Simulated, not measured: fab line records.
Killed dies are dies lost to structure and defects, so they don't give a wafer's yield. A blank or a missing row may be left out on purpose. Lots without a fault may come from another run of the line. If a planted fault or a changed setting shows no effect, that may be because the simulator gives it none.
A struck lot beside a sound one || flow n5-finfet || 16 steps out of a route of 1938
Sound: these wafers, L983.3, L983.4, L983.5. Wafers struck: L991.3, L991.5, L991.6. At the end, the cause is stated.
Order at every step that has rows: each side's tool, ch and its chambers, its first start. Under that, the readings that differ: sound wafers || struck wafers || difference of the means || sigmas: that difference in standard deviations of wafers without a fault.
alike: a reading whose means differ by less than 2 such deviations, as well as words and numbers matching on both sides. not compared: withheld readings; readings where some wafer has no value; bounds like >300 that might hide an equal value; numbers whose values overlap and for which the record gives no deviation.
Wherever a step has rows on one side only, a row that says differs or no value, or a row with sigmas, the two part there. Numbers that don't overlap but have no deviation are shown without sigmas and don't part them. A reading missing from all wafers of one side parts the sides only when that side holds two or more wafers.

first, 12 steps without rows for these wafers: N5_SDB_ETCH_18 (etches SOC in N2/H2, target depth 100 nm, overetch 20 nm, time 150 s); N5_SDB_STRIP_19 (strips in N2/H2); N5_SDB_STRIP_21 (strips in CF4); N5_SDB_HM_OPEN_20 (chemistry CH3F/O2, target SiNx, stops on poly-Si, target depth 24 nm); N5_SDB_STRIP_22 (strips in N2/H2); N5_SDB_PRECLEAN_23 (cleans in dHF, time 30 s); N5_SDB_DUMMY_REMOVE_24 (chemistry TMAH, target poly-Si, stops on SiO2, target depth 142 nm, time 57 s, rinse time 30 s); N5_SDB_ETCH_25 (etches SiO2 in C4F6/O2, target depth 10 nm, time 3.3 s); N5_SDB_CUT_ETCH_26 (etches Si in HBr/Cl2/O2, target depth 129.6 nm, bt time 20 s, time 51.8 s); N5_SDB_PRECLEAN_38 (cleans in dHF, time 10 s); N5_SDB_PRECLEAN_39 (cleans in O3/DIW, time 45 s); N5_SDB_SRD_28 (time 30 s).
N5_SDB_ALD_29: deposits SiNx, target thk 30 nm, pulse time 1 s, ald cycles 600.
  sound on ald-sin-02 ch 0,3, day 4 11:49; struck on ald-sin-02 ch 1,2, day 6 13:49
  no value came back on the struck wafers for ald-cycles, chamber-pressure-Torr (Torr), heater-power-w (W), precursor-pulse-height-rel; on the sound wafers ald-cycles reads 600 600 600
  not compared: since-wet-clean-h
N5_SDB_CMP_30: polishes, stops on poly-Si, t overpolish 1.54 s, target thk 30 nm.
  sound on cmp-02 ch 0,2,3, day 4 14:38; struck on cmp-03 ch 0,1,2, day 6 16:39
{"reading": "time-to-endpoint-s (s)", "sound": "15.2 14.5 15.6", "struck": "6.1 5.7 6.1", "difference": -9.1, "sigmas": -4}
  alike: motor-current-A
  not compared: pad-life-wafers
N5_BEOL_M4_RC_MEAS_101:
  the record has rows for the sound wafers here (prober-01 ch 0, day 8 15:26) and none for the struck ones
-- here the record skips 8 days between the struck wafers' starts before and after, leaving off in module BEOL_M4 and picking up in module PASSIVATION (first step shown: number 1936 of the route) --
N5_PASSIVATION_PROBE_49:
  struck on prober-01, day 15 00:12; sound on prober-02, day 12 15:05
{"reading": "defect-limited-yield (%)", "sound": "90.5 90.8 91.4", "struck": "0 0 0", "difference": -91, "sigmas": -65}
{"reading": "killed-at-front-end", "sound": "41 51 42", "struck": "1110 1120 1125", "difference": "+1074", "sigmas": "+89"}
{"reading": "killed-dies", "sound": "112 109 102", "struck": "1180 1180 1180", "difference": "+1072", "sigmas": "+67"}
{"reading": "killed-on-rim", "sound": "16 12 10", "struck": "152 152 152", "difference": "+139", "sigmas": "+37"}
{"reading": "sort_bin_5_function (%)", "sound": "5.8 5.4 4.6", "struck": "96.1 96.0 96.8", "difference": "+91.0", "sigmas": "+95"}
{"reading": "sort-n-pass", "sound": "1068 1071 1078", "struck": "0 0 0", "difference": -1072, "sigmas": -67}
{"reading": "sort-yield-pct (%)", "sound": "90.5 90.8 91.4", "struck": "0 0 0", "difference": -91, "sigmas": -65}
  alike: killed_at_M0_to_M3, killed_at_M4_up, killed-at-contacts, killed-at-other, killed-open, killed-short, sort_bin_6_memory

## WHERE THEY PART
Last at N5_PASSIVATION_PROBE_49 as far as this record goes, first at N5_SDB_ALD_29.

WHY: whatever the simulator had introduced
Step skipped in full: ald-sin-02, at N5_SDB_ALD_29, from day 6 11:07 onward. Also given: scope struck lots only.
